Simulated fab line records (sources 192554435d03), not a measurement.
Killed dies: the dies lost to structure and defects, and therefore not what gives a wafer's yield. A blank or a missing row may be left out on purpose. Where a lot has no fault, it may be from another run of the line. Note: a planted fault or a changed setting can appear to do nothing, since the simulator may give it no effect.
Which of the tools did it? / flow n5 finfet / 39 wafers sampled from 13 lots at 1 step of a route of 1938

## WHAT THE GAUGES READ, wafer by wafer
N5_MOL_CONTACT_COAG_OVL_MEAS_09.
lot=L998; measured=day 4 19:17; on=overlay-02; CA_OVL (nm)=-0.1 0.1 0.1
lot=L999; measured=day 5 07:23; on=overlay-02; CA_OVL (nm)=0.6 1.0 0.3
lot=L102; measured=day 5 21:21; on=overlay-01; CA_OVL (nm)=-1.0 -1.1 -0.5
lot=L104; measured=day 6 14:14; on=overlay-02; CA_OVL (nm)=1.7 0.6 0.9
lot=L106; measured=day 6 22:54; on=overlay-02; CA_OVL (nm)=-1.0 0.7 0.5
lot=L107; measured=day 7 03:05; on=overlay-02; CA_OVL (nm)=1.7 1.3 0.5
lot=L108; measured=day 7 18:50; on=overlay-02; CA_OVL (nm)=-0.4 -0.3 0.6
lot=L109; measured=day 7 19:21; on=overlay-02; CA_OVL (nm)=-0.7 -1.0 -1.4
lot=L113; measured=day 8 17:42; on=overlay-02; CA_OVL (nm)=-0.7 0.2 0.4
lot=L115; measured=day 9 06:26; on=overlay-02; CA_OVL (nm)=-0.7 -0.7 -0.8
lot=L117; measured=day 9 15:47; on=overlay-02; CA_OVL (nm)=0.7 0.8 0.2
lot=L118; measured=day 10 02:13; on=overlay-02; CA_OVL (nm)=0.3 0.3 0.1
lot=L119; measured=day 10 03:56; on=overlay-02; CA_OVL (nm)=-0.4 0.6 1.2

## EACH LOT AND THE TOOL THAT RAN IT (in order: tool; ch and the chambers of the sampled wafers; start)
Record: no process step prior to these readings.

## WHAT THE TOOLS THEMSELVES READ (means of the sampled wafers that have a number; where no wafer has one, the mark that the record gives instead)
The record holds no such reading with a usual standard deviation.

## THE ANSWER, worked out from the rows above alone
Rule: the usual values come from the lots themselves. The widest of any qualifying gaps counts: lots, ordered by their means at a reading, are off when they make up no more than a third of the lots, leave a main group of 4 or more, and stand apart from it by 3 or more times the standard deviation of that group's means. A main group is skipped when, at the precision printed for the reading in the tables above, its means are all equal. Also off: a lot with no number at a reading for which 4 or more lots have one. The other lots that the step has rows for count as sound. First the gauges in route order, then the tools' own readings, where a lot's mean is used as printed above. At the first step where some lot is off, the reading lying furthest off is the one used; lots without a number count as furthest.
No lot is off on any of the readings shown, so nothing can be concluded from this.

## WHAT HAD BEEN PUT IN BY THE SIMULATOR
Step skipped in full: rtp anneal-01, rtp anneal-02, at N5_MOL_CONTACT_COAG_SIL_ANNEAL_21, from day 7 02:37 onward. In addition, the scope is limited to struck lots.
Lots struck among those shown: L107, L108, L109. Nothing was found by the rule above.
